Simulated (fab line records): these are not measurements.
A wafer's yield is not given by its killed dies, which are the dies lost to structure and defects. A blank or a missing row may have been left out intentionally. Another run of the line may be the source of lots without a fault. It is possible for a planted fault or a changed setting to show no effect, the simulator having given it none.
fab line records | flow n5_finfet
record: lots: 7 wafers: 19 last_day: 21
route steps=1938 shown BEOL_M9@1406 PASSIVATION@1936
lots that met no fault: from a run of the same line without faults
start_h: hours from the record's first day to the start of the lot's first wafer shown | wait_h: time in hours since the lot's previous step | " unchanged from the row above | L1.1+2: several wafers, shown together as one row | - either no value or no given start | * or withheld: withheld | < > ~ a bound
route shown NAME@n: names a module that has steps shown in the file, with the first one's number in the route | usual: average and standard deviation across the fault-free wafers | same: alike in all rows | chamber/n: place in a boat | sites: per-site readings | _std_site: standard deviation of those values | _edge_site: inner sites' mean taken away from outer sites' mean | radius_mm: for every site, how far away it sits from the centre of the wafer | mask NAME#n: copy n | behind: the tool/chamber that last shaped the wafer | hold: what put the lot on hold/how long, in hours/how the hold closed | device: the transistor (n, p or np) that didn't switch | end of line: tests run on the same wafers once the route is complete | where a step has no rows: the recipe by itself | killed: count of dies lost to structure and defects at first sort (not the wafer's yield) | map: a wafer's dies, x killed, . not, _ none there
set.NAME: the run value of the setting; set.NAME@STEP: its run value at that earlier step | model.NAME: the simulator's own value behind a step, which no gauge read
certain route steps with their lots: each step a table, each wafer a row
services: from which hour (start_h, from the record's first day; less than 0 if before it) a tool's chamber was out of use, for how many hours, and why
== steps ==
step: N5_BEOL_M9_COAT_59
recipe: resist: SOC temp_c: 250 time_s: 60 spin_rpm: 1500 resist_thk_nm: 100
step: N5_BEOL_M9_COAT_60
recipe: resist: SiARC temp_c: 220 time_s: 60 spin_rpm: 1500 resist_thk_nm: 30
step: N5_BEOL_M9_COAT_05
recipe: resist: CAR-ArF spin_rpm: 1500 resist_thk_nm: 90
step: N5_BEOL_M9_EBR_07
recipe: solvent: PGMEA ebr_width_mm: 1.5
step: N5_BEOL_M9_SOFTBAKE_06
recipe: temp_c: 110 time_s: 60 resist: CAR-ArF
step: N5_BEOL_M9_EXPOSE_08
recipe: mask_id: M9 na: 1.35 source_shape: dipole sigma_inner: 0.411 sigma_outer: 0.611 polarization: te dose_mj: 53.75
step: N5_BEOL_M9_PEB_09
recipe: peb_temp_c: withheld peb_time_s: 60 resist: CAR-ArF
step: N5_BEOL_M9_DEVELOP_10
recipe: develop_time_s: 30 developer: TMAH resist: CAR-ArF rinse_liquid: diw dry: air_spin dev_temp_c: 23
step: N5_BEOL_M9_CD_MEAS_11
recipe: target_cd_nm: 64.1 landing_energy_ev: 500 detector: se_inlens polarity: opening
usual: cd_nm: 63.9/0.86
columns lot.wafer tool chamber start_h wait_h cd_nm
L245.1 cd_sem-02 0 249.05 - 64.2
L245.3 " 0 " " 63.0
L245.4 " 0 " " 63.4
L250.2 cd_sem-01 0 268.97 - 63.6
L250.3 " 0 " " 63.8
L250.5 " 0 " " 63.6
L251.1 cd_sem-03 0 277.11 - 62.5
L251.3 " 0 " " 62.5
L254.3 cd_sem-03 0 290.10 - 62.3
L254.6 " 0 " " 63.1
L259.2 cd_sem-02 0 350.21 - 63.7
L259.3 " 0 " " 64.2
L259.5 " 0 " " 64.9
L263.1 cd_sem-01 0 388.91 - 62.5
L263.2 " 0 " " 63.8
L263.5 " 0 " " 63.5
L267.2 cd_sem-03 0 421.97 - 63.5
L267.3 " 0 " " 63.9
L267.6 " 0 " " 63.3
step: N5_BEOL_M9_OVL_MEAS_12
recipe: points_per_wafer: 44
usual: M9_OVL: -0.2/0.58
columns lot.wafer tool chamber start_h wait_h M9_OVL[nm]
L245.1 overlay-01 0 249.08 0.0 -1.2
L245.3 " 0 " " -0.7
L245.4 " 0 " " -1.3
L250.2 overlay-01 0 269.00 0.0 0.4
L250.3 " 0 " " 0.4
L250.5 " 0 " " 0.5
L251.1 overlay-01 0 277.14 0.0 0.1
L251.3 " 0 " " 1.3
L254.3 overlay-01 0 290.13 0.0 -0.9
L254.6 " 0 " " -1.1
L259.2 overlay-02 0 350.23 0.0 -0.8
L259.3 " 0 " " -1.0
L259.5 " 0 " " 0.0
L263.1 overlay-01 0 388.94 0.0 -0.8
L263.2 " 0 " " -0.4
L263.5 " 0 " " -0.7
L267.2 overlay-02 0 421.99 0.0 -0.1
L267.3 " 0 " " -0.5
L267.6 " 0 " " -0.7
step: N5_BEOL_M9_INSPECT_13
recipe: mode: adi inspect_instrument: brightfield
usual: raw_defect_count: 418/97
columns lot.wafer tool chamber start_h wait_h raw_defect_count
L245.1 defect_inspect-01 - 249.10 0.0 381
L245.3 " - " " 520
L245.4 " - " " 624
L250.2 defect_inspect-01 - 269.02 0.0 454
L250.3 " - " " 325
L250.5 " - " " 361
L251.1 defect_inspect-01 - 277.16 0.0 472
L251.3 " - " " 533
L254.3 defect_inspect-01 - 290.15 0.0 252
L254.6 " - " " 354
L259.2 defect_inspect-02 - 350.26 0.0 369
L259.3 " - " " 376
L259.5 " - " " 320
L263.1 defect_inspect-01 - 388.96 0.0 375
L263.2 " - " " 338
L263.5 " - " " 273
L267.2 defect_inspect-02 - 422.02 0.0 375
L267.3 " - " " 467
L267.6 " - " " 386
step: N5_BEOL_M9_DESCUM_16
recipe: chemistry: O2 time_s: 7.9 source_power_w: 50 bias_power_w: 20 pressure_mtorr: 20 rf_frequency_hz: 2.712e+07 temp_c: 40 resist: CAR-ArF o2_flow_sccm: 225
usual: drypump_motor_current_A: 5.6/0.36 oes_product_au: 0.79/0.089 rf_vpp_V: 242.9/1.4 showerhead_plenum_p_Torr: 2.07/0.071 throttle_valve_pct: 20.4/0.3
columns lot.wafer tool chamber start_h wait_h drypump_motor_current_A oes_product_au rf_hours_counter_h rf_vpp_V showerhead_plenum_p_Torr throttle_valve_pct
L245.1 rie_diel-05 0 250.10 1.0 5.3 0.93 38 244.9 2.20 20.1
L245.3 " 1 " " 5.6 0.73 188 242.9 2.08 20.5
L245.4 " 2 " " 5.5 0.67 245 243.7 2.08 20.6
L250.2 rie_diel-06 1 269.10 0.1 5.6 0.85 62 241.3 2.00 20.0
L250.3 " 2 " " 6.0 0.71 201 240.6 1.98 20.7
L250.5 " 2 " " 6.0 0.71 - 242.0 1.98 20.7
L251.1 rie_diel-06 1 277.20 0.0 5.6 0.85 63 241.4 2.00 20.0
L251.3 " 2 " " 6.0 0.71 203 241.0 1.98 20.7
L254.3 rie_diel-06 3 290.19 0.0 6.4 0.71 212 241.0 1.98 20.1
L254.6 " 0 " " 5.2 0.74 - 242.1 2.07 20.3
L259.2 rie_diel-06 2 350.39 0.1 6.0 0.70 223 241.8 1.98 20.8
L259.3 " 0 " " 5.1 0.73 212 241.5 2.06 20.3
L259.5 " 0 " " 5.1 0.73 - 242.7 2.06 20.3
L263.1 rie_diel-06 3 388.99 0.0 6.4 0.71 236 241.0 1.97 20.1
L263.2 " 0 " " 5.2 0.72 223 243.2 2.06 20.3
L263.5 " 2 " " 6.0 0.69 - 243.0 1.97 20.8
L267.2 rie_diel-05 1 422.36 0.3 5.6 0.70 238 242.7 2.06 20.6
L267.3 " 0 " " 5.3 0.85 84 246.5 2.18 20.1
L267.6 " 0 " " 5.4 0.86 - 245.2 2.18 20.2
step: N5_BEOL_M9_ETCH_61
recipe: chemistry: CF4 target: SiARC target_depth_a: 390 mask_material: CAR-ArF time_s: 65 ion_energy_ev: 80 pressure_mtorr: 40 source_w: 545 bias_w: 36 Ar_flow_sccm: 100 cf4_flow_sccm: 100 ends: cleared
usual: bias_w: 35.98/0.097 drypump_motor_current_A: 5.6/0.36 etch_rf_on_time_s: 65.5/2.8 mfc_ar_sccm: 99.95/0.3 oes_product_au: 0.67/0.071 rf_vpp_V: 183.9/1.2 showerhead_plenum_p_Torr: 2.12/0.07 throttle_valve_pct: 15.65/0.28
columns lot.wafer tool chamber start_h wait_h bias_w drypump_motor_current_A etch_rf_on_time_s mfc_ar_sccm oes_product_au rf_hours_counter_h rf_vpp_V showerhead_plenum_p_Torr throttle_valve_pct
L245.1 rie_diel-05 0 250.14 0.0 36.01 5.4 60.7 99.98 0.80 38 186.2 2.28 15.45
L245.3 " 1 " " 36.03 5.6 67.1 100.31 0.62 188 181.8 2.13 15.76
L245.4 " 2 " " 36.03 5.5 64.9 99.95 0.58 245 184.6 2.12 15.81
L250.2 rie_diel-06 1 269.14 0.0 36.09 5.6 68.1 100.16 0.71 62 183.1 2.09 15.42
L250.3 " 2 " " 36.07 6.0 39.2 99.82 0.84 201 183.4 2.05 15.97
L250.5 " 2 " " 36.01 6.0 63.6 100.30 0.63 - 184.0 2.05 15.97
L251.1 rie_diel-06 1 277.23 0.0 36.04 5.6 41.3 99.64 0.97 63 183.6 2.09 15.47
L251.3 " 2 " " 36.08 6.0 38.7 99.71 0.85 203 183.0 2.05 15.98
L254.3 rie_diel-06 3 290.22 0.0 35.83 6.4 38.9 99.93 0.86 212 182.4 2.03 15.36
L254.6 " 0 " " 35.94 5.1 63.8 100.19 0.64 - 185.3 2.13 15.57
L259.2 rie_diel-06 2 350.42 0.0 36.02 6.0 63.5 99.68 0.61 223 183.5 2.04 16.01
L259.3 " 0 " " 35.96 5.2 63.6 99.92 0.63 212 184.5 2.12 15.63
L259.5 " 0 " " 35.88 5.2 63.5 100.72 0.62 - 183.8 2.12 15.61
L263.1 rie_diel-06 3 389.03 0.0 35.86 6.4 63.2 99.81 0.62 236 182.8 2.02 15.40
L263.2 " 0 " " 36.00 5.1 64.4 100.06 0.62 223 182.7 2.12 15.64
L263.5 " 2 " " 35.93 6.0 63.8 99.53 0.60 - 182.5 2.04 16.04
L267.2 rie_diel-05 1 422.40 0.0 35.96 5.7 67.5 100.06 0.58 239 183.2 2.11 15.88
L267.3 " 0 " " 36.09 5.4 61.3 100.20 0.74 84 187.6 2.26 15.54
L267.6 " 0 " " 35.99 5.4 61.3 100.27 0.74 - 185.5 2.26 15.55
step: N5_BEOL_M9_ETCH_62
recipe: chemistry: N2/H2 target: SOC target_depth_a: 1100 overetch_a: 220 mask_material: SiARC temp_c: 40 time_s: 165 ion_energy_ev: 200 pressure_mtorr: 30 source_w: 840 bias_w: 150 n2_flow_sccm: 200 h2_flow_sccm: 200
usual: bias_w: 150.1/0.45 drypump_motor_current_A: 5.6/0.36 oes_product_au: 0.67/0.071 rf_vpp_V: 523.1/2.6 showerhead_plenum_p_Torr: 2.51/0.091 throttle_valve_pct: 17.8/0.36
columns lot.wafer tool chamber start_h wait_h bias_w drypump_motor_current_A oes_product_au rf_hours_counter_h rf_vpp_V showerhead_plenum_p_Torr throttle_valve_pct
L245.1 rie_diel-05 0 250.19 0.0 149.7 5.4 0.76 38 529.1 2.71 17.6
L245.3 " 1 " " 149.7 5.6 0.63 188 523.2 2.51 17.7
L245.4 " 2 " " 150.4 5.5 0.58 245 523.4 2.49 17.9
L250.2 rie_diel-06 1 269.19 0.0 150.9 5.6 0.73 62 522.9 2.47 17.7
L250.3 " 2 " " 150.0 6.0 0.61 201 519.3 2.42 18.3
L250.5 " 2 " " 149.6 6.0 0.61 - 521.8 2.42 18.3
L251.1 rie_diel-06 1 277.28 0.0 150.4 5.6 0.72 63 522.2 2.47 17.7
L251.3 " 2 " " 149.7 6.0 0.61 203 521.4 2.42 18.3
L254.3 rie_diel-06 3 290.27 0.0 149.7 6.4 0.62 212 521.1 2.40 17.4
L254.6 " 0 " " 151.0 5.2 0.63 - 523.0 2.53 17.9
L259.2 rie_diel-06 2 350.47 0.0 150.4 5.9 0.60 223 518.3 2.41 18.3
L259.3 " 0 " " 150.4 5.1 0.62 212 523.8 2.52 17.9
L259.5 " 0 " " 150.3 5.2 0.61 - 523.7 2.52 17.9
L263.1 rie_diel-06 3 389.08 0.0 149.9 6.4 0.60 236 519.8 2.39 17.4
L263.2 " 0 " " 150.7 5.2 0.61 223 522.7 2.52 17.9
L263.5 " 2 " " 150.5 6.0 0.59 - 521.9 2.41 18.4
L267.2 rie_diel-05 1 422.45 0.0 149.9 5.6 0.59 239 522.2 2.49 17.8
L267.3 " 0 " " 150.7 5.4 0.71 84 528.5 2.68 17.7
L267.6 " 0 " " 150.3 5.4 0.71 - 528.5 2.68 17.7
step: N5_PASSIVATION_PROBE_49
usual: defect_limited_yield: 91.2/1.5 killed_at_M0_to_M3: 35/12 killed_at_M4_up: 14/5.1 killed_at_contacts: 13/6 killed_at_front_end: 38/12 killed_at_other: 4/3.5 killed_dies: 104/18 killed_open: 68/13 killed_short: 33/8.1 sort_bin_4_leakage: 0.00/0.044 sort_bin_5_function: 5.2/1 sort_bin_6_memory: 3.2/0.69 sort_n_pass: 1076/18 sort_yield_pct: 91.2/1.5
same: gross_dies: 1180 killed_at_back_side: 0 sort_bin_8_speed[%]: 0
columns lot.wafer tool chamber start_h wait_h defect_limited_yield[%] killed_at_M0_to_M3 killed_at_M4_up killed_at_contacts killed_at_front_end killed_at_other killed_dies killed_open killed_short sort_bin_4_leakage[%] sort_bin_5_function[%] sort_bin_6_memory[%] sort_n_pass sort_yield_pct[%]
L250.2 prober-01 - 333.35 0.1 87.0 44 12 15 79 3 153 98 36 0 6.8 4.9 1027 87.0
L250.3 prober-01 - 333.40 0.1 91.1 39 8 12 44 2 105 69 33 0 5.4 3.3 1075 91.1
L250.5 prober-01 - 333.50 0.2 91.6 28 8 18 42 3 99 58 40 0 5.1 2.8 1081 91.6
L254.3 prober-01 - 356.85 0.1 91.4 23 24 14 29 11 101 70 31 0 5.2 3.3 1079 91.4
L254.6 prober-01 - 357.00 0.3 91.8 38 16 14 25 4 97 72 25 0 4.7 3.1 1083 91.8
L263.1 prober-02 - 460.70 0.0 91.2 27 15 15 45 2 104 56 47 0 5.3 3.1 1076 91.2
L263.2 prober-02 - 460.75 0.1 90.0 30 21 7 58 2 118 78 39 0 5.3 4.2 1062 90.0
L263.5 prober-02 - 460.90 0.2 89.5 29 8 8 78 1 124 73 43 0 5.4 4.0 1056 89.5
killed by level:class
L250.2 FIN_SAQP:geometric_particle:open=23 BEOL_M2:geometric_particle:open=18 MOL_CONTACT_COAG:geometric_particle:open=13 FIN_SAQP:geometric_particle:short=10 HKMG_FIN:area_etch=9 FIN_CUT:area_etch=9 BEOL_M1:geometric_particle:open=8 GATE_CUT:geometric_particle:short=7
L250.3 FIN_SAQP:geometric_particle:open=11 BEOL_M0_SAQP:geometric_particle:short=10 MOL_CONTACT_COAG:geometric_particle:open=9 BEOL_M0_SAQP:geometric_particle:open=7 BEOL_M2:geometric_particle:open=7 STI_FIN_REVEAL:geometric_particle:open=6 BEOL_M1:geometric_particle:open=6 STARTING-WAFER:geometric_particle:short=5
L250.5 FIN_SAQP:geometric_particle:short=14 MOL_CONTACT_COAG:geometric_particle:open=14 FIN_SAQP:geometric_particle:open=9 BEOL_M2:geometric_particle:open=9 MOL_CONTACT_COAG:geometric_particle:short=4 BEOL_M0_SAQP:geometric_particle:short=4 BEOL_M1:geometric_particle:open=4 BEOL_M2:geometric_particle:short=4
L254.3 BEOL_M4:geometric_particle:open=12 STI_FIN_REVEAL:geometric_particle:open=11 MOL_CONTACT_COAG:geometric_particle:open=11 BEOL_M1:geometric_particle:open=10 MIM_TOP:geometric_particle:short=7 FIN_SAQP:geometric_particle:short=4 DUMMY_GATE:geometric_particle:open=4 BEOL_M2:geometric_particle:open=4
L254.6 MOL_CONTACT_COAG:geometric_particle:open=12 BEOL_M2:geometric_particle:open=12 BEOL_M4:geometric_particle:open=9 BEOL_M0_SAQP:geometric_particle:open=8 STI_FIN_REVEAL:geometric_particle:open=7 BEOL_M3:geometric_particle:open=5 DUMMY_GATE:geometric_particle:open=4 STARTING-WAFER:geometric_particle:open=4
L263.1 FIN_SAQP:geometric_particle:short=13 MOL_CONTACT_COAG:geometric_particle:open=9 BEOL_M4:geometric_particle:open=7 BEOL_M2:geometric_particle:open=6 DUMMY_GATE:geometric_particle:open=6 MOL_CONTACT_COAG:geometric_particle:short=6 BEOL_M0_SAQP:geometric_particle:short=6 BEOL_M0_SAQP:geometric_particle:open=6
L263.2 FIN_SAQP:geometric_particle:short=20 FIN_SAQP:geometric_particle:open=11 BEOL_M3:geometric_particle:open=11 BEOL_M2:geometric_particle:open=10 STI_FIN_REVEAL:geometric_particle:open=7 GATE_CUT:geometric_particle:open=5 MOL_CONTACT_COAG:geometric_particle:open=5 BEOL_M4:geometric_particle:open=5
L263.5 FIN_SAQP:geometric_particle:short=19 FIN_SAQP:geometric_particle:open=13 STI_FIN_REVEAL:geometric_particle:open=12 BEOL_M0_SAQP:geometric_particle:open=9 MOL_CONTACT_COAG:geometric_particle:open=7 HKMG_FIN:area_etch=7 BEOL_M0_SAQP:geometric_particle:short=6 BEOL_M2:geometric_particle:open=6
== services ==
columns tool chamber start_h hours kind
rie_diel-06 3 253.95 6.9 repair
rie_diel-05 2 269.89 - clean
rie_diel-05 2 269.89 - consumable_replace:focus_ring
rie_diel-05 2 269.89 29.1 scheduled_down
rie_diel-05 2 269.89 29.1 vent_cycle
rie_diel-06 - 285.04 0.6 repair
rie_diel-05 - 299.85 2.8 pm
rie_diel-06 2 302.75 5.4 repair
rie_diel-06 - 327.61 1.9 repair
rie_diel-06 3 331.79 18.0 repair
rie_diel-06 1 344.77 6.9 repair
rie_diel-05 0 376.44 12.7 repair
rie_diel-05 3 407.75 - clean
rie_diel-05 3 407.75 - consumable_replace:focus_ring
rie_diel-05 3 407.75 - consumable_replace:showerhead
rie_diel-05 3 407.75 22.4 scheduled_down
rie_diel-05 3 407.75 22.4 vent_cycle
== key ==
first_sign: step: N5_BEOL_M9_ETCH_61 reading: etch_rf_on_time_s direction: down sigmas: 9.3 usual: * struck: *
effect: step: N5_BEOL_M9_ETCH_61 reading: oes_product_au direction: up sigmas: 2.9 usual: 0.67 struck: 0.88
met_at N5_BEOL_M9_ETCH_61
struck_wafers L250.3,L251.1,L251.3,L254.3
fault: kind: process_parameter_drift tool: rie_diel-06 chamber: - onset_h: 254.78 steps: N5_BEOL_M9_ETCH_61 channel: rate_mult offset: 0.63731 shape: step end_h: 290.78 scope: struck_wafers_only
